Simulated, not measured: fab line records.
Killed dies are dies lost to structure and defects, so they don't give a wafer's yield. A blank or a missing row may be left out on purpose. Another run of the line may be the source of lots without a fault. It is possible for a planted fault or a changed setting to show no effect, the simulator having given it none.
Chamber matching -- flow n5_finfet -- N5_BEOL_M8_CVD_78 on cvd_co-02 has 3 sister chambers
The step deposits Co from CCTBA/H2, target thk 2 nm, time 142.3 s. 3 wafers are shown with their chamber, then 7 later ones without.

## WAFERS WITH THEIR CHAMBER
wafer,chamber,run_length_s (s)
L981.4,1,165.9
L994.2,0,164.7
L994.3,2,166.2

## WAFERS MISSING THEIR CHAMBER
wafer,run_length_s (s)
L994.4,165.4
L996.2,164.8
L996.3,164.9
L996.6,165.2
L997.1,165.0
L997.4,166.0
L997.5,165.4

## WHICH CHAMBER EACH ONE RAN IN
wafer,from the rows above,in truth
L994.4,can't be placed: 1 or 0 or 2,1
L996.2,0,0
L996.3,0,0
L996.6,can't be placed: 0 or 1 or 2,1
L997.1,can't be placed: 0 or 1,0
L997.4,can't be placed: 1 or 2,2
L997.5,can't be placed: 1 or 0 or 2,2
2 of 7 placed correctly. Unplaceable from these rows: 5, with the true chamber sitting among the candidates in 5. 0 placed wrongly.
How it was worked out, from the rows above alone: a wafer's distance from a chamber is the root of the sum, over the readings, of the square of ((its reading less the chamber's mean) divided by the reading's scatter). If the next closest chamber is less than 2 further off than the closest, the wafer can't be placed; otherwise it belongs to the closest. The mean given for a chamber averages the wafers shown for that chamber. The scatter: root of mean squared gap, hidden wafer to nearest shown wafer, with one shown wafer a chamber.
